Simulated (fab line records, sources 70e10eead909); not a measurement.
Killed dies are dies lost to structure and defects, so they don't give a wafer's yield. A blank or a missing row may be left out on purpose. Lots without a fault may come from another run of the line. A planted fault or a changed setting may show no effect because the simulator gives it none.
Chamber matching | flow nand_harc | NHARC_A_M0_CMP_23 on cmp-03: 4 sister chambers
The step polishes, t overpolish 20 s, target thk 113.75 nm. 24 wafers are shown with their chamber, then 12 later ones without.

WAFERS WITH THEIR CHAMBER
wafer  | chamber | motor_current_A (A) | time_to_endpoint_s (s) | edge_zone_pressure_frac
L076.1 | 2       | 11.6                | 30.1                   | 1.004
L076.2 | 0       | 13.0                | 27.5                   | 1.004
L076.3 | 1       | 11.0                | 30.3                   | 1.002
L074.1 | 3       | 15.1                | 26.3                   | 1.008
L074.2 | 2       | 11.9                | 29.6                   | 0.996
L074.5 | 0       | 12.5                | 25.7                   | 0.993
L077.2 | 2       | 12.0                | 26.6                   | 1.005
L077.3 | 0       | 12.8                | 28.5                   | 0.996
L077.6 | 0       | 12.8                | 25.0                   | 0.988
L078.2 | 0       | 12.6                | 27.0                   | 0.991
L078.4 | 3       | 15.5                | 26.7                   | 1.008
L078.5 | 1       | 10.9                | 28.6                   | 1.000
L082.1 | 2       | 12.1                | 32.1                   | 0.999
L082.5 | 3       | 15.2                | 29.7                   | 1.002
L082.6 | 2       | 11.9                | 28.6                   | 0.998
L084.1 | 0       | 12.1                | 25.9                   | 1.010
L084.3 | 3       | 15.0                | 26.2                   | 0.995
L084.6 | 0       | 12.4                | 26.7                   | 1.001
L086.1 | 1       | 10.6                | 29.1                   | 0.998
L086.4 | 2       | 11.5                | 29.3                   | 1.002
L086.5 | 1       | 10.7                | 29.1                   | 1.012
L091.1 | 3       | 15.1                | 23.8                   | 1.007
L091.5 | 3       | 14.9                | 24.6                   | 1.007
L091.6 | 2       | 11.7                | 27.4                   | 1.002

SIGNATURES (means of the wafers above)
reading                 | chamber 0 | chamber 1 | chamber 2 | chamber 3 | scatter within a chamber
motor_current_A         | 12.600    | 10.800    | 11.814    | 15.133    | 0.239
time_to_endpoint_s      | 26.614    | 29.275    | 29.100    | 26.217    | 1.59
edge_zone_pressure_frac | 0.99757   | 1.00300   | 1.00086   | 1.00450   | 0.00583
Rule: a wafer's distance from a chamber is the root of the sum, over the readings, of the square of ((its reading less the chamber's mean) divided by the reading's scatter). The wafer belongs to the nearest chamber; if the next one is less than 2 further off, it can't be placed. The scatter: the root of (the sum of the squares of (reading less its chamber's mean) over the shown wafers, divided by (wafers less chambers)).

WAFERS WITHOUT THEIR CHAMBER
wafer  | motor_current_A (A) | time_to_endpoint_s (s) | edge_zone_pressure_frac
L087.1 | 12.8                | 24.8                   | 1.001
L087.2 | 10.6                | 27.8                   | 1.002
L087.3 | 11.8                | 27.1                   | 0.990
L092.1 | 16.4                | 24.3                   | 0.994
L092.2 | 10.7                | 28.3                   | 0.998
L092.5 | 14.9                | 25.4                   | 0.992
L094.1 | 10.4                | 27.0                   | 1.001
L094.3 | 11.5                | 24.1                   | 1.004
L094.4 | 15.5                | 27.0                   | 1.010
L096.1 | 11.9                | 28.1                   | 0.998
L096.4 | 10.9                | 30.2                   | 0.997
L096.6 | 10.5                | 29.9                   | 0.997

WHICH CHAMBER EACH WENT THROUGH
wafer  | from the rows above          | in truth
L087.1 | 0                            | 0
L087.2 | 1                            | 1
L087.3 | can't be placed: 2 or 0      | 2
L092.1 | 3                            | 3
L092.2 | 1                            | 1
L092.5 | 3                            | 3
L094.1 | 1                            | 1
L094.3 | can't be placed: 2 or 1 or 0 | 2
L094.4 | 3                            | 3
L096.1 | 2                            | 2
L096.4 | 1                            | 1
L096.6 | 1                            | 1
Placed correctly: 10 of 12. Can't be placed from these rows: 2 (the true chamber is among the candidates in 2). Placed wrongly: 0.
